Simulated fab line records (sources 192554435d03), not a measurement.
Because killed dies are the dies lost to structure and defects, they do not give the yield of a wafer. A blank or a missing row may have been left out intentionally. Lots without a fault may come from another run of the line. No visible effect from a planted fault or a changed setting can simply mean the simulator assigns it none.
Split-lot experiment | flow n5 finfet | 21 wafers read across 7 lots, on a route 1938 steps long

== THE SPLIT ITSELF ==
At N5_BEOL_M7_HM_DEP_02 (deposits TiN, target thk 20 nm), the setting target thk a was moved away from the recipe's 200 angstrom on 5 of the 21 wafers read, by -12.6% to +13.1%. For the rest of the wafers, this setting stayed at what the recipe calls for.

== FROM THE SPLIT TO THE READING: what the file shows between them, 8 steps ==
- N5_BEOL_M7_COAT_59: time 60 s, resist thk 100 nm
- N5_BEOL_M7_COAT_60: time 60 s, resist thk 35 nm
- N5_BEOL_M7_STRIP_68: strips in N2/H2
- N5_BEOL_M7_STRIP_67: strips in CF4
- N5_BEOL_M7_HM_OPEN_17: chemistry Cl2/BCl3, target TiN, target depth 20 nm, overetch 6 nm
- N5_BEOL_M7_STRIP_19: strips in O2
- N5_BEOL_M7_STRIP_76: strips in C4F6/O2
- N5_BEOL_M7_STRIP_36: strips in N2/H2

== THE READING ==
TiN_of_BEOL_M7_HM_DEP_02.thk nm (the simulator's own value, which no gauge read), in nm, at N5_BEOL_M7_TRENCH_ETCH_37 (etches SiCOH lowk in C4F6/O2, target depth 93.478 nm, time 31.2 s). The file gives no usual value for it. Across the 16 wafers here that went through the recipe, the average is 17.5 nm and the standard deviation 0.23 nm.

wafer  | tool, chamber at the split | target thk a as run, angstrom | against the recipe | TiN_of_BEOL_M7_HM_DEP_02.thk nm, nm | against lot-mates on the recipe
L077.4 | pvd sputter-02, -          | 200                           | recipe             | 17.8                                | -
L077.5 | pvd sputter-02, -          | 200                           | recipe             | 17.4                                | -
L077.6 | pvd sputter-02, -          | 200                           | recipe             | 17.6                                | -
L076.1 | pvd sputter-02, -          | 200                           | recipe             | 17.4                                | -
L076.4 | pvd sputter-02, -          | 200                           | recipe             | 17.4                                | -
L076.6 | pvd sputter-02, -          | 200                           | recipe             | 17.2                                | -
L078.1 | pvd sputter-03, -          | 200                           | recipe             | 17.8                                | -
L078.3 | pvd sputter-03, -          | 226.2                         | +13.1%             | 20.4                                | +2.7
L078.5 | pvd sputter-03, -          | 200                           | recipe             | 17.6                                | -
L083.2 | pvd sputter-01, -          | 200                           | recipe             | 17.2                                | -
L083.4 | pvd sputter-01, -          | 200                           | recipe             | 17.4                                | -
L083.6 | pvd sputter-01, -          | 200                           | recipe             | 17.4                                | -
L089.2 | pvd sputter-02, -          | 200                           | recipe             | 17.2                                | -
L089.4 | pvd sputter-02, -          | 224.2                         | +12.1%             | 19.8                                | +2.6
L089.6 | pvd sputter-02, -          | 224.2                         | +12.1%             | 19.8                                | +2.6
L090.1 | pvd sputter-01, -          | 200                           | recipe             | 17.4                                | -
L090.3 | pvd sputter-01, -          | 174.8                         | -12.6%             | 14.8                                | -2.6
L090.5 | pvd sputter-01, -          | 174.8                         | -12.6%             | 14.8                                | -2.6
L096.2 | pvd sputter-03, -          | 200                           | recipe             | 18                                  | -
L096.5 | pvd sputter-03, -          | 200                           | recipe             | 17.6                                | -
L096.6 | pvd sputter-03, -          | 200                           | recipe             | 17.8                                | -

FIT RESULTS
A straight line over all 21 wafers: TiN_of_BEOL_M7_HM_DEP_02.thk nm changes by +0.207 nm for each +1% of target thk a; r = +0.99; the points scatter about the line by 0.23 nm.
The same after taking each lot's own level away (the mean of its wafers on the recipe; 21 wafers): +0.209 nm for each +1%; r = +1.00; scatter 0.11 nm.
According to that fit, moving target thk a by its largest amount changes the reading by 2.7 nm.
The span of the lots' own levels, 17.20 to 17.80 nm, comes to 2.6 times the standard deviation stated above.
Hence the lot-to-lot level has little effect on the slope; both slopes agree.
Check: with one of the wafers moved furthest among these (+13.1%) left out of the fit, the line predicts +2.77 nm for it against its lot-mates. Against them it came out at +2.7 nm.

== FURTHER SPLITS ON THESE WAFERS ==
Other splits were also applied to these wafers ahead of the reading. Each is held against what the fit with the lots' levels taken away leaves over:
other split on the same wafers    | wafers away from the commonest value | r with TiN_of_BEOL_M7_HM_DEP_02.thk nm (lot level and that fit taken away)
N5_BEOL_M5_COAT_74 spin rpm       | 10                                   | -0.05
N5_BEOL_M5_DEP_56 time s          | 8                                    | -0.02
N5_BEOL_M6_HM_DEP_02 target thk a | 7                                    | +0.10
N5_BEOL_M7_PECVD_70 temp c        | 7                                    | -0.16

== THE WHOLE CHAIN: every reading that the file lists as answering this split, in the file's order ==
step                      | what it does                                                      | reading                                                                          | change (the file's fit)               | r (the file's)
N5_BEOL_M7_HM_DEP_02      | deposits TiN, target thk 20 nm                                    | TiN_of_BEOL_M7_HM_DEP_02.thk nm (the simulator's own value, which no gauge read) | +0.203 nm for each +1% of the setting | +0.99
N5_BEOL_M7_HM_OPEN_17     | chemistry Cl2/BCl3, target TiN, target depth 20 nm, overetch 6 nm | etch.depth nm (the simulator's own value, which no gauge read)                   | +0.207 nm for each +1% of the setting | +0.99
N5_BEOL_M7_TRENCH_ETCH_37 | etches SiCOH lowk in C4F6/O2, target depth 93.478 nm, time 31.2 s | TiN_of_BEOL_M7_HM_DEP_02.thk nm (the simulator's own value, which no gauge read) | +0.209 nm for each +1% of the setting | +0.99

== FILE'S OWN FIT ==
TiN_of_BEOL_M7_HM_DEP_02.thk nm changes by +0.209 nm for each +1% of target thk a, r = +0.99.
